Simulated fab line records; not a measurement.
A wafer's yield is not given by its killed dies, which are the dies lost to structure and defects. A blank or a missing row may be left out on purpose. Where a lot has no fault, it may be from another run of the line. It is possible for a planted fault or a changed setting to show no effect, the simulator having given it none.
Chamber matching    flow n5Finfet    rieDiel-01 running N5_BEOL_M12_ETCH_59: 4 sister chambers
The step etches BARC in N2/H2, target depth 89 nm, overetch 26.7 nm, time 67.9 s. 18 wafers are shown with their chamber, then 9 later ones without.

WAFERS PAIRED WITH THEIR CHAMBERS
wafer   chamber  showerheadPlenumPTorr (Torr)  throttleValvePct (%)  oesProductAu (a.u.)
L078.1  1        2.55                          17.5                  0.67
L078.4  3        2.48                          17.4                  0.73
L078.5  0        2.48                          18.3                  0.71
L081.1  3        2.48                          17.4                  0.72
L081.2  2        2.63                          18.3                  0.60
L081.5  2        2.63                          18.3                  0.59
L084.1  1        2.54                          17.6                  0.65
L084.4  2        2.62                          18.3                  0.59
L084.5  1        2.54                          17.6                  0.66
L082.2  1        2.54                          17.6                  0.66
L082.4  2        2.62                          18.3                  0.60
L082.5  1        2.54                          17.6                  0.66
L086.1  3        2.47                          17.5                  0.70
L086.3  2        2.62                          18.3                  0.59
L086.4  0        2.47                          18.4                  0.69
L093.1  3        2.47                          17.5                  0.70
L093.4  0        2.47                          18.4                  0.68
L093.6  3        2.47                          17.5                  0.69

SIGNATURES (means of the wafers above)
reading                chamber 0  chamber 1  chamber 2  chamber 3  scatter within a chamber
showerheadPlenumPTorr  2.4733     2.5420     2.6240     2.4740     0.00526
throttleValvePct       18.367     17.580     18.300     17.460     0.0436
oesProductAu           0.6933     0.6600     0.5940     0.7080     0.0115
Rule: for a wafer and a chamber, the distance is found by dividing, reading by reading, the gap between the wafer's reading and the chamber's mean by the reading's scatter, squaring, summing and taking the root. The wafer belongs to the nearest chamber; if the next one is less than 2 further off, it can't be placed. How the scatter is found: for the shown wafers, subtract from each reading the mean of its chamber, square and add these, divide the total by (wafers less chambers), then take the root.

WAFERS WITH NO CHAMBER GIVEN
wafer   showerheadPlenumPTorr (Torr)  throttleValvePct (%)  oesProductAu (a.u.)
L096.1  2.46                          18.4                  0.68
L096.3  2.53                          17.6                  0.64
L096.5  2.47                          17.5                  0.69
L095.3  2.46                          18.4                  0.67
L095.5  2.46                          18.4                  0.68
L095.6  2.53                          17.6                  0.64
L097.2  2.61                          17.9                  0.80
L097.4  2.53                          17.6                  0.63
L097.6  2.46                          18.4                  0.67

THE CHAMBER EACH PASSED THROUGH
wafer   from the rows above      in truth
L096.1  0                        0
L096.3  1                        1
L096.5  3                        3
L095.3  0                        0
L095.5  0                        0
L095.6  1                        1
L097.2  can't be placed: 1 or 2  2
L097.4  1                        1
L097.6  0                        0
Correctly placed: 8 of 9. Unplaceable from these rows: 1, with the true chamber sitting among the candidates in 1. Wrongly placed: 0.
